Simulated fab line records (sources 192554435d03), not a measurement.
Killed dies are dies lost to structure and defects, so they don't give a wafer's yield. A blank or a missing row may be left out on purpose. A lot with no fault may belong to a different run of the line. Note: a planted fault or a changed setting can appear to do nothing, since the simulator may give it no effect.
Which tool was responsible?	flow n5_finfet	42 wafers sampled from 14 lots at 1 step of a route of 1938

## WHAT EACH GAUGE READ, for each wafer
N5_BEOL_M15_THK_MEAS_01. Usual: M15_ILD_THK typically reads 1631 nm, with standard deviation 19.
lot	measured	on	M15_ILD_THK (nm)	flag
L830	day 14 22:40	film_metro-01	1599 1591 1617	
L835	day 15 16:29	film_metro-01	1626 1661 1650	
L831	day 15 20:35	film_metro-02	1633 1650 1673	
L833	day 16 06:13	film_metro-01	1654 1648 1657	
L836	day 16 17:37	film_metro-02	1602 1607 1623	
L834	day 16 18:36	film_metro-01	1629 1658 1660	
L837	day 17 02:40	film_metro-02	1640 1657 1630	
L839	day 17 08:55	film_metro-01	1607 1643 1639	
L838	day 18 00:47	film_metro-02	1608 1647 1644	
L841	day 18 01:49	film_metro-01	1634 1658 1653	
L846	day 18 22:02	film_metro-01	1624 1586 1644	
L847	day 19 12:19	film_metro-01	1587 1658 1635	
L849	day 19 12:35	film_metro-01	1613 1612 1643	
L848	day 20 04:59	film_metro-01	1629 1616 1638	

## EACH LOT AND THE TOOL THAT RAN IT (in order: tool; ch and the chambers of the sampled wafers; start)
The record shows no process step preceding these readings.

## WHAT THE TOOLS THEMSELVES READ (means of the sampled wafers that have a number; where no wafer has one, the mark that the record gives instead)
The record holds no such reading with a usual standard deviation.

## THE ANSWER, worked out from the rows above alone
Rule: a lot counts as off when the mean over its wafers that have a number is more than 3 standard deviations away from the usual mean. Also off: a lot with no number at a reading for which 4 or more lots have one. Where the step has rows for the other lots, those lots are counted as sound. First the gauges in route order, then the tools' own readings, where a lot's mean is used as printed above. The first step at which some lot is off is used, and at that step the reading that is off furthest; a lot without a number counts as furthest.
Nothing can be told from this: no lot is off at any reading shown.

## WHAT THE SIMULATOR HAD INSERTED
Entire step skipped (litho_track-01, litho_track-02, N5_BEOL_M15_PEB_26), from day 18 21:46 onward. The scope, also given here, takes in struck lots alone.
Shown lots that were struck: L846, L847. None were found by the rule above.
